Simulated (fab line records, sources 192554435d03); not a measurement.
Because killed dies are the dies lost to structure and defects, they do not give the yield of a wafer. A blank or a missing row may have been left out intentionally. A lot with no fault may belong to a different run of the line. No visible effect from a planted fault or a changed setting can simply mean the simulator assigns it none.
Matching of chambers    flow n5-finfet    rie-diel-05 running N5_BEOL_M14_TRENCH_ETCH_34: 4 sister chambers
The step etches SiO2 in C4F8/O2/Ar, target depth 556.65 nm, time 126.9 s. 4 wafers are shown with their chamber, then 7 later ones without.

== WAFERS WITH THEIR CHAMBER ==
wafer   chamber  rf-vpp-V (V)
L089.3  0        2160
L089.4  3        2230
L090.1  1        2140
L090.4  2        2261

== WAFERS MISSING THEIR CHAMBER ==
wafer   rf-vpp-V (V)
L090.5  2160
L094.1  2159
L094.2  2231
L094.5  2261
L097.2  2261
L097.4  2137
L097.5  2160

== WHICH CHAMBER EACH ONE RAN IN ==
wafer   from the rows above  in truth
L090.5  0                    0
L094.1  0                    0
L094.2  3                    3
L094.5  2                    2
L097.2  2                    2
L097.4  1                    1
L097.5  0                    0
Placed correctly: 7 of 7. Number that these rows cannot place: 0. Number placed wrongly: 0.
How it was worked out, from the rows above alone: a wafer's distance from a chamber is the root of the sum, over the readings, of the square of ((its reading less the chamber's mean) divided by the reading's scatter). If the next closest chamber is less than 2 further off than the closest, the wafer can't be placed; otherwise it belongs to the closest. A chamber's mean is the mean of its shown wafers. The scatter: root of mean squared gap, hidden wafer to nearest shown wafer, with one shown wafer a chamber.
